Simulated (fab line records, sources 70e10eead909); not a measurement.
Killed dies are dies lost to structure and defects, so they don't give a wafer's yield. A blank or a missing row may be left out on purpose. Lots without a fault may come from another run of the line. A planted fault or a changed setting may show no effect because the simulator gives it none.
Which tool did it? | flow nand_harc | 24 lots, 72 wafers sampled, at 2 steps of a route of 1159

WHAT THE GAUGES READ, wafer by wafer
NHARC_A_CONTACT_INSPECT_44. Usual: raw_defect_count 27, standard deviation 14.
lot  | measured     | on                | raw_defect_count | flag
L074 | day 15 19:16 | defect_inspect-02 | 34 33 43         |
L075 | day 16 07:58 | defect_inspect-02 | 31 30 35         |
L077 | day 16 12:56 | defect_inspect-02 | 23 21 15         |
L076 | day 16 13:35 | defect_inspect-02 | 15 16 18         |
L078 | day 16 22:36 | defect_inspect-01 | 34 32 25         |
L081 | day 17 19:59 | defect_inspect-01 | 6 7 8            |
L079 | day 17 10:23 | defect_inspect-01 | 20 29 28         |
L080 | day 17 14:38 | defect_inspect-01 | 38 35 38         |
L083 | day 18 18:04 | defect_inspect-01 | 31 25 33         |
L082 | day 18 17:39 | defect_inspect-02 | 12 8 14          |
L084 | day 19 04:42 | defect_inspect-01 | 9 6 9            |
L088 | day 19 12:26 | defect_inspect-02 | 39 27 30         |
L087 | day 19 03:30 | defect_inspect-02 | 15 14 11         |
L085 | day 19 08:53 | defect_inspect-02 | 36 43 46         |
L086 | day 19 07:37 | defect_inspect-01 | 19 23 26         |
L089 | day 19 22:09 | defect_inspect-01 | 24 35 30         |
L090 | day 19 21:59 | defect_inspect-02 | 38 23 24         |
L092 | day 21 04:20 | defect_inspect-01 | 58 47 51         |
L093 | day 20 23:03 | defect_inspect-01 | 8 17 23          |
L094 | day 21 08:43 | defect_inspect-01 | 24 39 42         |
L096 | day 21 16:59 | defect_inspect-02 | 62 57 51         |
L097 | day 21 20:58 | defect_inspect-01 | 16 18 18         |
L091 | day 21 17:15 | defect_inspect-02 | 48 59 58         |
L095 | day 22 03:45 | defect_inspect-02 | 13 15 15         |

WHICH TOOL RAN EACH LOT (tool, then ch and the chambers of the sampled wafers, then the start)
lot  | NHARC_A_WL_FILL_RTA_01
L074 | rtp_anneal-01 ch 0, day 14 10:46
L075 | rtp_anneal-01 ch 0, day 14 16:55
L077 | rtp_anneal-02 ch 0, day 15 02:53
L076 | rtp_anneal-02 ch 0, day 15 03:05
L078 | rtp_anneal-01 ch 0, day 15 12:55
L081 | rtp_anneal-01 ch 0, day 16 03:17
L079 | rtp_anneal-01 ch 0, day 16 03:29
L080 | rtp_anneal-02 ch 0, day 16 03:38
L083 | rtp_anneal-01 ch 0, day 17 07:13
L082 | rtp_anneal-01 ch 0, day 17 07:25
L084 | rtp_anneal-01 ch 0, day 17 10:29
L088 | rtp_anneal-02 ch 0, day 17 21:08
L087 | rtp_anneal-02 ch 0, day 17 21:16
L085 | rtp_anneal-02 ch 0, day 17 21:26
L086 | rtp_anneal-01 ch 0, day 17 21:39
L089 | rtp_anneal-02 ch 0, day 18 11:20
L090 | rtp_anneal-01 ch 0, day 18 11:37
L092 | rtp_anneal-01 ch 0, day 19 11:04
L093 | rtp_anneal-01 ch 0, day 19 15:02
L094 | rtp_anneal-02 ch 0, day 19 15:02
L096 | rtp_anneal-02 ch 0, day 20 03:29
L097 | rtp_anneal-02 ch 0, day 20 03:39
L091 | rtp_anneal-02 ch 0, day 20 03:53
L095 | rtp_anneal-02 ch 0, day 20 06:23
- NHARC_A_WL_FILL_RTA_01: time 5 s.

WHAT THE TOOLS THEMSELVES READ (means of the sampled wafers that have a number; where no wafer has one, the mark that the record gives instead)
NHARC_A_WL_FILL_RTA_01. Usual: lamp_power_pct 31.2 %, standard deviation 3; lamp_zone_1_pct 31.2 %, standard deviation 3; wafer_temp_C_max 1004.3, standard deviation 0.81.
lot  | tool          | lamp_power_pct (%) | lamp_zone_1_pct (%) | wafer_temp_C_max | flag
L074 | rtp_anneal-01 | 34.2               | 34.2                | 1004.7           |
L075 | rtp_anneal-01 | 34.2               | 34.2                | 1005.1           |
L077 | rtp_anneal-02 | 28.2               | 28.2                | 1005.4           |
L076 | rtp_anneal-02 | 28.2               | 28.2                | 1004.1           |
L078 | rtp_anneal-01 | 34.2               | 34.1                | 1003.7           |
L081 | rtp_anneal-01 | 34.2               | 34.2                | 1004.0           |
L079 | rtp_anneal-01 | 34.2               | 34.1                | 1004.5           |
L080 | rtp_anneal-02 | 28.2               | 28.2                | 1004.3           |
L083 | rtp_anneal-01 | 34.2               | 34.2                | 1004.3           |
L082 | rtp_anneal-01 | 34.2               | 34.2                | 1004.4           |
L084 | rtp_anneal-01 | 34.2               | 34.2                | 1004.6           |
L088 | rtp_anneal-02 | 28.2               | 28.2                | 1004.3           |
L087 | rtp_anneal-02 | 28.2               | 28.2                | 1004.7           |
L085 | rtp_anneal-02 | 28.2               | 28.2                | 1004.3           |
L086 | rtp_anneal-01 | 34.2               | 34.2                | 1003.8           |
L089 | rtp_anneal-02 | 28.3               | 28.3                | 1004.0           |
L090 | rtp_anneal-01 | 34.2               | 34.2                | 1004.5           |
L092 | rtp_anneal-01 | 34.2               | 34.2                | 1004.6           |
L093 | rtp_anneal-01 | 34.2               | 34.2                | 1003.9           |
L094 | rtp_anneal-02 | 28.2               | 28.2                | 1004.9           |
L096 | rtp_anneal-02 | 28.2               | 28.2                | 1004.9           |
L097 | rtp_anneal-02 | 28.2               | 28.2                | 1004.3           |
L091 | rtp_anneal-02 | 28.2               | 28.2                | 1004.5           |
L095 | rtp_anneal-02 | 28.2               | 28.2                | 1004.0           |

THE ANSWER, worked out from the rows above alone
Rule: a lot is off if the mean of its wafers that have a number lies more than 3 standard deviations from the usual mean. A lot without any number at a reading at which 4 lots or more have one is off too. The other lots that the step has rows for count as sound. The gauges are gone through in route order, then the tools' own readings, and for those a lot's mean is taken as printed above. The first step at which some lot is off is used, and at that step the reading that is off furthest; a lot without a number counts as furthest.
No lot is off at any reading shown: from this, nothing can be told.

WHAT THE SIMULATOR HAD PUT IN
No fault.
